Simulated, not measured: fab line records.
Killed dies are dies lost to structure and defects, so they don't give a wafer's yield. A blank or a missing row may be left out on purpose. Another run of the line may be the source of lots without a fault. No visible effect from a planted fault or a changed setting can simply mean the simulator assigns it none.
A struck lot beside a sound one | flow n5 finfet | 16 steps out of a route of 1938
Sound: these wafers, L525.3, L525.4, L525.6. The struck wafers were L524.2, L524.4, L524.6. The cause is named last.
For every step that has rows: the tool of each side, followed by ch and its chambers, followed by its first start. Under that, the readings that differ: sound wafers | struck wafers | difference of the means | sigmas: that difference in standard deviations of wafers without a fault.
alike: words and numbers the same on both sides, and readings whose means are apart by under 2 such deviations; not compared: readings that were withheld, readings missing a value for some wafer, numbers with overlapping values and no deviation given by the record, and bounds like >300 which may hide the same value.
Wherever a step has rows on one side only, a row that says differs or no value, or a row with sigmas, the two part there. When numbers do not overlap yet have no deviation, they are printed without sigmas and do not part them. A reading missing from all wafers of one side parts the sides only when that side holds two or more wafers.

first, 4 steps without rows for these wafers: N5_BEOL_M3_HM_STRIP_39 (strips TiN in peroxide tin strip, target depth 25 nm, time 158 s); N5_BEOL_M3_SRD_40 (time 30 s); N5_BEOL_M3_PRECLEAN_42 (cleans in residue remover, time 60 s); N5_BEOL_M3_SRD_43 (time 30 s).
N5_BEOL_M3_CD_MEAS_35: target cd 18 nm, target cd y 21 nm.
  struck on cd sem-01, day 11 17:57; sound on cd sem-01, day 11 08:42
  alike: cd nm
N5_BEOL_M3_DEGAS_44: time 60 s.
  struck on pvd sputter-03, day 11 18:04; sound on pvd sputter-01, day 11 09:04
  alike: heater power w, susceptor temp C
N5_BEOL_M3_PRE_CLEAN_45: time 30 s.
  struck on pvd sputter-03, day 11 18:07; sound on pvd sputter-01, day 11 09:07
  alike: heater power w, susceptor temp C
then, 3 steps without rows for these wafers: N5_BEOL_M3_ALD_84 (deposits TaN, pulse time 2 s, purge time 3 s, co reactant purge time 2 s); N5_BEOL_M3_SURFACE_TREAT_85; N5_BEOL_M3_CVD_47 (deposits Co from CCTBA/H2, target thk 3 nm, time 223.8 s).
N5_BEOL_M3_SPUTTER_48: material Cu, target thk 4.5 nm, time 8.29 s.
  struck on pvd sputter-02, day 11 20:21; sound on pvd sputter-02, day 11 09:49
  alike: chamber pressure pa, chuck gas flow sccm, chuck sensor temp C, substrate temp c, susceptor temp C, throttle valve pct
N5_BEOL_M3_ANNEAL_49: time 240 s.
  struck on pvd sputter-02, day 11 20:26; sound on pvd sputter-02, day 11 09:54
  alike: heater power w, susceptor temp C
N5_BEOL_M3_SPUTTER_79: material Cu, target thk 4.5 nm, time 8.29 s.
  struck on pvd sputter-02, day 11 20:36; sound on pvd sputter-02, day 11 10:02
  no value came back on the struck wafers for any of 6 readings (chamber pressure pa (Pa), chuck gas flow sccm (sccm) and others); on the sound wafers chamber pressure pa (Pa) reads 0.07015 0.07001 0.07015
N5_BEOL_M3_ANNEAL_80: time 240 s.
  struck on pvd sputter-02, day 11 20:41; sound on pvd sputter-02, day 11 10:07
  alike: heater power w, susceptor temp C
N5_BEOL_M4_RC_MEAS_101:
  sound on prober-02 ch 0, day 12 06:32; struck on prober-01 ch 0, day 12 14:52
  reading        | sound          | struck         | difference | sigmas
  IOFF_P (nA/um) | 0.26 0.26 0.26 | 0.19 0.18 0.16 | -0.08      | -2
  VT_P (mV)      | -247 -246 -244 | -251 -253 -254 | -7         | -2
  alike: DIBL_N, DIBL_P, IOFF_N, ION_N, ION_P, SS_N, SS_P, VT_N
-- the record jumps here: 5 days lie between the struck wafers' starts before and after (it left off in module BEOL_M4 and takes up again in module PASSIVATION, whose first step shown is number 1936 of the route) --
N5_PASSIVATION_PROBE_49:
  only the struck wafers here have rows in the record (prober-02, day 17 12:37); the sound ones have none

== WHERE THEY PART ==
At N5_BEOL_M3_SPUTTER_79 first; at N5_PASSIVATION_PROBE_49 last (within this record only).

WHY: the cause the simulator had injected
Skipped step whole: pvd sputter-02, from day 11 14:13 on, at N5_BEOL_M3_SPUTTER_79. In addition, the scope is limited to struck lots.
